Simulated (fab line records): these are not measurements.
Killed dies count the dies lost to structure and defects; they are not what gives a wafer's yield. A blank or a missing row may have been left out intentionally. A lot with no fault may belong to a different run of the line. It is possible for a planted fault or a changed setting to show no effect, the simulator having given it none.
fab line records    flow nandHarc
record: lots: 12  wafers: 36  lastDay: 24
route steps=1159 shown P_GATE@141 END@1159
lots untouched by any fault: they come from a run of this same line in which no faults occurred
startH: start of the lot's first displayed wafer, in hours after the record's first day    waitH: hours elapsed since this lot's preceding step    " same as the row above    L1.1+2: a row that stands for several wafers    - no value, or no start given    * or withheld: withheld    < > ~ a bound
route shown NAME@n: NAME is a module with steps in the file, n the number in the route of the first one    usual: mean and standard deviation over wafers with no fault    same: alike in all rows    chamber/n: place in a boat    sites: the reading at each site    _std_site: standard deviation across them    _edge_site: mean of outer sites minus mean of inner sites    radiusMm: for every site, how far away it sits from the centre of the wafer    mask NAME#n: copy n    behind: the tool/chamber that last shaped the wafer    hold: why the lot went on hold/how many hours it stayed there/how the hold came to an end    device: transistor that didn't switch, given as n, p or np    end of line: tests of these same wafers at the route's end    a step given without rows: its recipe and nothing more    killed: the dies lost at the first sort to structure and to defects; this is not the yield of the wafer    map: a wafer's dies, marking killed ones x, the rest . and places with no die _
set.NAME: the setting the step ran with; set.NAME@STEP: the setting that earlier step ran with    model.NAME: the simulator's own value behind a step, which no gauge read
a sample of lots followed through the steps of the route, with each step as a table and each wafer as a row
services: from which hour (startH, from the record's first day; less than 0 if before it) a tool's chamber was out of use, for how many hours, and why
== steps ==
step: NHARC_P_GATE_CD_MEAS_26
recipe: targetCdNm: 120  landingEnergyEv: 500
usual: cdNm: 120.2/0.61
lot.wafer  tool      chamber  startH  waitH  cdNm
L229.1     cdSem-03  0        87.78   -      119.8
L229.2     "         0        "       "      119.6
L229.3     "         0        "       "      120.3
L230.1     cdSem-02  0        88.05   -      119.7
L230.2     "         0        "       "      119.6
L230.4     "         0        "       "      119.5
L232.3     cdSem-02  0        100.46  -      120.0
L232.4     "         0        "       "      120.2
L232.6     "         0        "       "      119.3
L231.1     cdSem-02  0        100.61  -      119.9
L231.3     "         0        "       "      120.3
L231.6     "         0        "       "      119.9
L235.1     cdSem-03  0        129.18  -      120.8
L235.4     "         0        "       "      119.8
L235.6     "         0        "       "      119.2
L238.1     cdSem-02  0        141.45  -      120.7
L238.3     "         0        "       "      120.6
L238.6     "         0        "       "      120.9
L243.1     cdSem-03  0        168.46  -      120.3
L243.2     "         0        "       "      120.0
L243.5     "         0        "       "      120.1
L241.1     cdSem-03  0        168.91  -      119.3
L241.2     "         0        "       "      119.7
L241.3     "         0        "       "      120.0
L245.1     cdSem-02  0        184.10  -      119.4
L245.2     "         0        "       "      120.0
L245.5     "         0        "       "      120.9
L246.2     cdSem-03  0        190.41  -      121.5
L246.4     "         0        "       "      120.8
L246.6     "         0        "       "      120.4
L249.4     cdSem-02  0        206.80  -      120.9
L249.5     "         0        "       "      120.8
L249.6     "         0        "       "      121.1
L250.1     cdSem-03  0        217.75  -      119.9
L250.2     "         0        "       "      120.9
L250.5     "         0        "       "      120.0
step: NHARC_P_GATE_HM_OPEN_105
recipe: targetDepthA: 3600  o2FlowSccm: 400  cosFlowSccm: 20  arFlowSccm: 0  rfW: 500  biasW: 300  chemistry: O2/COS
usual: drypumpMotorCurrentA: 5.6/0.33  oesProductAu: 1.002/0.013  rfVppV: 467/3.9  showerheadPlenumPTorr: 3.12/0.17  throttleValvePct: 28.331/0.0093
lot.wafer  tool        chamber  startH  waitH  drypumpMotorCurrentA  oesProductAu  rfHoursCounterH  rfVppV  showerheadPlenumPTorr  throttleValvePct
L229.2     rieDiel-03  2        -       -      5.5                   0.997         14               472     3.37                   28.325
L229.1     "           3        "       "      5.6                   0.980         15               463     2.96                   28.314
L229.3     "           0        "       "      5.7                   1.020         15               473     3.36                   28.327
L230.1     rieDiel-03  2        -       -      5.5                   1.003         14               473     3.37                   28.337
L230.4     "           3        "       "      5.6                   0.978         15               464     2.96                   28.334
L230.2     "           0        "       "      5.7                   1.021         15               474     3.36                   28.313
L232.4     rieDiel-10  0        -       -      5.7                   1.021         20               465     3.10                   28.321
L232.3     "           1        "       "      5.3                   1.008         14               463     2.93                   28.331
L232.6     "           3        "       "      5.2                   0.997         -                466     3.07                   28.326
L231.1     rieDiel-10  1        -       -      5.3                   1.011         14               461     2.93                   28.324
L231.3     "           2        "       "      6.1                   0.993         19               472     3.32                   28.319
L231.6     "           1        "       "      5.2                   1.006         -                463     2.93                   28.343
L235.4     rieDiel-03  2        -       -      5.5                   0.999         25               472     3.36                   28.335
L235.1     "           3        "       "      5.6                   0.983         26               463     2.96                   28.350
L235.6     "           2        "       "      5.5                   1.001         -                471     3.36                   28.316
L238.3     rieDiel-03  1        -       -      5.1                   1.006         32               465     3.07                   28.329
L238.1     "           0        "       "      5.7                   1.000         32               473     3.36                   28.326
L238.6     "           1        "       "      5.2                   1.005         -                466     3.07                   28.342
L243.2     rieDiel-11  2        -       -      6.1                   0.994         45               465     2.95                   28.321
L243.1     "           1        "       "      5.5                   1.005         50               463     2.95                   28.317
L243.5     "           3        "       "      5.4                   0.991         -                463     2.98                   28.333
L241.3     rieDiel-03  1        -       -      5.2                   1.024         43               467     3.06                   28.337
L241.2     "           2        "       "      5.5                   1.000         41               471     3.35                   28.337
L241.1     "           3        "       "      5.6                   0.988         42               462     2.95                   28.329
L245.1     rieDiel-03  3        -       -      5.6                   0.990         46               462     2.95                   28.329
L245.2     "           2        "       "      5.5                   0.997         46               472     3.35                   28.321
L245.5     "           3        "       "      5.6                   0.987         -                464     2.95                   28.351
L246.2     rieDiel-10  1        -       -      5.3                   1.031         1                462     2.92                   28.327
L246.4     "           0        "       "      5.7                   1.005         1                467     3.09                   28.335
L246.6     "           1        "       "      5.3                   1.024         -                463     2.92                   28.327
L249.4     rieDiel-03  1        -       -      5.2                   1.015         61               466     3.05                   28.326
L249.5     "           2        "       "      5.5                   1.001         -                471     3.34                   28.344
L249.6     "           3        "       "      5.6                   0.982         -                464     2.94                   28.327
L250.2     rieDiel-11  1        -       -      5.5                   0.980         6                464     2.95                   28.332
L250.1     "           3        "       "      5.4                   0.964         5                463     2.97                   28.327
L250.5     "           0        "       "      6.8                   0.986         -                474     3.37                   28.341
step: NHARC_P_GATE_STRIP_108
recipe: o2FlowSccm: 500  arFlowSccm: 0  biasW: 0  chemistry: O2
usual: drypumpMotorCurrentA: 5.7/0.49  oesProductAu: 1.003/0.012  rfVppV: 57.6/1  showerheadPlenumPTorr: 3.46/0.17  throttleValvePct: 17.036/0.0085
lot.wafer  tool        chamber  startH  waitH  drypumpMotorCurrentA  oesProductAu  rfHoursCounterH  rfVppV  showerheadPlenumPTorr  throttleValvePct
L229.2     rieDiel-10  2        88.80   -      6.1                   0.986         18               57.7    3.75                   17.023
L229.1     "           3        "       "      5.2                   0.988         13               58.0    3.47                   17.019
L229.3     "           0        "       "      5.7                   1.021         19               56.8    3.51                   17.043
L230.4     rieDiel-10  2        89.07   -      6.1                   1.002         18               58.6    3.75                   17.045
L230.1     "           3        "       "      5.2                   0.997         13               58.5    3.47                   17.042
L230.2     "           0        "       "      5.7                   1.024         19               58.3    3.51                   17.056
L232.3     rieDiel-11  1        101.26  -      5.5                   0.995         28               56.8    3.35                   17.044
L232.4     "           2        "       "      6.1                   0.999         21               56.9    3.35                   17.039
L232.6     "           2        "       "      6.1                   0.998         -                57.1    3.35                   17.026
L231.3     rieDiel-11  2        101.57  -      6.1                   0.997         22               56.8    3.35                   17.025
L231.1     "           0        "       "      6.9                   0.992         30               57.2    3.29                   17.046
L231.6     "           2        "       "      6.1                   0.999         -                57.2    3.35                   17.036
L235.4     rieDiel-11  1        130.07  -      5.5                   0.987         34               55.7    3.35                   17.033
L235.1     "           2        "       "      6.1                   1.014         27               57.7    3.34                   17.034
L235.6     "           0        "       "      6.9                   0.987         -                56.2    3.29                   17.030
L238.3     rieDiel-03  3        142.63  -      5.6                   0.973         32               57.2    3.34                   17.039
L238.1     "           0        "       "      5.7                   1.009         33               58.4    3.79                   17.039
L238.6     "           2        "       "      5.5                   0.998         -                59.3    3.79                   17.033
L243.1     rieDiel-11  1        169.75  -      5.5                   1.004         50               54.8    3.34                   17.032
L243.2     "           3        "       "      5.4                   1.005         53               58.4    3.37                   17.020
L243.5     "           1        "       "      5.5                   1.003         -                55.1    3.34                   17.031
L241.3     rieDiel-11  2        170.20  -      6.1                   1.012         45               57.1    3.33                   17.034
L241.1     "           3        "       "      5.3                   0.998         53               57.4    3.37                   17.037
L241.2     "           0        "       "      6.8                   0.998         49               59.0    3.28                   17.031
L245.2     rieDiel-11  2        185.37  -      6.1                   1.006         51               57.2    3.33                   17.020
L245.1     "           3        "       "      5.3                   1.008         58               56.5    3.37                   17.038
L245.5     "           3        "       "      5.3                   1.004         -                56.0    3.37                   17.026
L246.4     rieDiel-03  3        191.27  -      5.6                   0.992         48               55.9    3.33                   17.039
L246.2     "           0        "       "      5.7                   1.000         50               58.2    3.78                   17.026
L246.6     "           1        "       "      5.2                   1.024         -                56.5    3.46                   17.042
L249.4     rieDiel-10  2        207.81  -      6.0                   0.994         7                58.1    3.73                   17.034
L249.6     "           1        "       "      5.3                   1.022         -                58.0    3.30                   17.044
L249.5     "           2        "       "      6.0                   1.004         -                59.0    3.73                   17.034
L250.2     rieDiel-10  0        218.64  -      5.7                   1.013         7                58.1    3.49                   17.039
L250.1     "           3        "       "      5.2                   1.012         8                57.2    3.46                   17.032
L250.5     "           0        "       "      5.7                   1.011         -                59.3    3.49                   17.029
step: NHARC_P_GATE_EXPOSE_56
recipe: na: 0.6  targetCdNm: 720  doseMj: 14.81  maskId: P_PSD
lot.wafer   tool           chamber  startH  waitH  mask
L229.1+2+3  krfScanner-03  0        101.54  -      P_PSD#0
L230.1+2+4  krfScanner-02  0        102.02  -      P_PSD#0
L231.1+3+6  krfScanner-04  0        114.23  -      P_PSD#0
L232.3+4+6  krfScanner-02  0        116.36  -      P_PSD_R1#0
L235.1+4+6  krfScanner-02  0        143.00  -      P_PSD#0
L238.1+3+6  krfScanner-02  0        155.43  -      P_PSD#0
L243.1+2+5  krfScanner-02  0        182.29  -      P_PSD#0
L241.1+2+3  krfScanner-04  0        188.10  -      P_PSD#0
L245.1+2+5  krfScanner-03  0        199.56  -      P_PSD#0
L246.2+4+6  krfScanner-02  0        204.06  -      P_PSD#0
L249.4+5+6  krfScanner-04  0        220.48  -      P_PSD#0
L250.1+2+5  krfScanner-04  0        231.63  -      P_PSD#0
step: NHARC_P_GATE_CD_MEAS_59
recipe: targetCdNm: 720  landingEnergyEv: 500
usual: cdNm: 719.3/2.9
lot.wafer  tool      chamber  startH  waitH  cdNm
L229.1     cdSem-02  0        101.69  -      723.5
L229.2     "         0        "       "      722.1
L229.3     "         0        "       "      725.9
L230.1     cdSem-03  0        102.18  -      717.5
L230.2     "         0        "       "      720.4
L230.4     "         0        "       "      717.6
L231.1     cdSem-03  0        114.39  -      721.9
L231.3     "         0        "       "      723.6
L231.6     "         0        "       "      719.0
L232.3     cdSem-02  0        116.52  -      703.3
L232.4     "         0        "       "      702.7
L232.6     "         0        "       "      706.1
L235.1     cdSem-02  0        143.16  -      723.5
L235.4     "         0        "       "      722.2
L235.6     "         0        "       "      722.4
L238.1     cdSem-03  0        155.59  -      715.4
L238.3     "         0        "       "      714.2
L238.6     "         0        "       "      717.7
L243.1     cdSem-03  0        182.45  -      723.1
L243.2     "         0        "       "      722.0
L243.5     "         0        "       "      720.9
L241.1     cdSem-02  0        188.25  -      721.7
L241.2     "         0        "       "      720.2
L241.3     "         0        "       "      716.9
L245.1     cdSem-02  0        199.72  -      725.7
L245.2     "         0        "       "      722.4
L245.5     "         0        "       "      720.5
L246.2     cdSem-03  0        204.21  -      715.6
L246.4     "         0        "       "      714.8
L246.6     "         0        "       "      715.2
L249.4     cdSem-02  0        220.63  -      720.5
L249.5     "         0        "       "      718.0
L249.6     "         0        "       "      717.9
L250.1     cdSem-03  0        231.79  -      721.7
L250.2     "         0        "       "      725.4
L250.5     "         0        "       "      721.5
step: NHARC_END_SORT_01
recipe: tempC: 25
usual: killedAtArray: 26/8.4  killedAtOther: 0.7/0.97  killedAtPeriphery: 3.2/2.2  killedDies: 30/8.5  killedOpen: 3.4/2  killedShort: 2/1.3
same: grossDies: 677
lot.wafer  tool       chamber  startH  waitH  killedAtArray  killedAtOther  killedAtPeriphery  killedDies  killedOpen  killedShort
L243.1     prober-02  0        513.09  2.5    33             1              9                  43          5           2
L243.2     prober-02  0        513.88  2.8    32             4              3                  39          1           1
L243.5     prober-02  0        516.24  3.6    41             2              0                  43          1           0
L246.2     prober-01  0        542.19  2.8    26             1              1                  28          5           2
L246.4     prober-01  0        543.79  3.4    24             1              2                  27          0           1
L246.6     prober-01  0        545.38  4.0    35             1              0                  36          4           1
killed by level:class
L243.1 A_CHANNEL_HOLE_D1:chamberFilmFlake=15 P_BONDPAD:chamberFilmFlake=7 A_STAIRCASE:chamberFilmFlake=7 A_SGD_CUT:geometricParticle:short=2 P_GATE:chamberFilmFlake=2 A_WL_FILL:chamberFilmFlake=2 A_M1:chamberFilmFlake=2 A_SOURCE_PLATE:geometricParticle:open=1
L243.2 A_CHANNEL_HOLE_D1:chamberFilmFlake=15 A_STAIRCASE:chamberFilmFlake=7 THIN_TSV:chamberFilmFlake=4 A_M1:chamberFilmFlake=3 P_BONDPAD:chamberFilmFlake=2 A_CHANNEL_FILL_D1:chamberFilmFlake=2 A_CONTACT:chamberFilmFlake=2 A_CHANNEL_FILL_D1:geometricParticle:short=1
L243.5 A_CHANNEL_HOLE_D1:chamberFilmFlake=23 A_STAIRCASE:chamberFilmFlake=8 A_CONTACT:chamberFilmFlake=3 A_M1:chamberFilmFlake=3 A_WL_FILL:chamberFilmFlake=2 THIN_TSV:chamberFilmFlake=2 A_CHANNEL_FILL_D1:geometricParticle:open=1 A_CHANNEL_FILL_D1:chamberFilmFlake=1
L246.2 A_CHANNEL_HOLE_D1:chamberFilmFlake=16 A_STAIRCASE:chamberFilmFlake=2 A_CONTACT:chamberFilmFlake=2 P_GATE:geometricParticle:open=1 A_ONON_D1:geometricParticle:open=1 A_SGD_CUT:geometricParticle:short=1 A_WL_FILL:geometricParticle:short=1 A_WL_FILL:geometricParticle:open=1
L246.4 A_CHANNEL_HOLE_D1:chamberFilmFlake=19 A_STAIRCASE:chamberFilmFlake=2 A_CONTACT:chamberFilmFlake=2 A_BLC:geometricParticle:short=1 P_ZERO_WELL:chamberFilmFlake=1 P_STI:chamberFilmFlake=1 HYBRID_BOND:latent=1
L246.6 A_CHANNEL_HOLE_D1:chamberFilmFlake=26 A_CONTACT:chamberFilmFlake=3 A_CONTACT:geometricParticle:open=2 A_CHANNEL_FILL_D1:geometricParticle:short=1 A_SGD_CUT:geometricParticle:open=1 A_WL_FILL:geometricParticle:open=1 A_SLIT:chamberFilmFlake=1 THIN_TSV:chamberFilmFlake=1
== services ==
tool           chamber  startH  hours  kind
rieDiel-10     3        65.84   15.7   repair
rieDiel-10     1        70.68   18.1   repair
rieDiel-03     0        71.93   -      clean
rieDiel-03     1        71.93   -      clean
rieDiel-03     2        72.38   2.4    repair
krfScanner-03  -        75.17   2.6    repair
rieDiel-03     -        81.06   2.9    repair
rieDiel-11     1        86.85   8.8    repair
krfScanner-02  -        88.08   4.1    repair
rieDiel-10     0        94.85   4.2    repair
rieDiel-10     -        117.58  0.2    repair
krfScanner-04  -        126.00  4.0    pm
rieDiel-10     3        127.17  16.4   repair
rieDiel-10     2        163.75  5.6    repair
rieDiel-10     1        164.87  9.6    repair
krfScanner-03  -        168.00  4.0    pm
krfScanner-04  -        171.87  2.7    repair
rieDiel-10     -        176.50  9.0    pm
rieDiel-11     2        185.50  4.2    repair
krfScanner-04  -        186.65  0.7    repair
rieDiel-11     -        191.18  9.0    pm
krfScanner-02  -        210.00  4.0    pm
rieDiel-03     -        215.54  9.0    pm
rieDiel-10     2        225.95  9.4    repair
== key ==
firstSign: step: NHARC_P_GATE_EXPOSE_56  reading: mask  direction: changed
effect: step: NHARC_P_GATE_CD_MEAS_59  reading: cdNm  direction: down  sigmas: 5.3  usual: 719.3  struck: 704.0
metAt NHARC_P_GATE_EXPOSE_56
struckLots L232
testerLeftOut L232
notActingAt NHARC_P_GATE_CD_MEAS_26,NHARC_P_GATE_HM_OPEN_105,NHARC_P_GATE_STRIP_108
onsetBetween 102.02 116.36
fault: kind: wrongMask  tool: any  chamber: -  onsetH: 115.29  steps: NHARC_P_GATE_EXPOSE_56  auxCopy: P_PSD_R1#0  cdOffsetNm: -12.819  scope: struckLotsOnly
testerLeftOut: of these lots the tester's yield and bins aren't shown, on N5 and GAA mostly nor the transistor test; their killed dies are dies lost to structure and defects alone, not to doping, threshold or leakage, so they don't give the yield
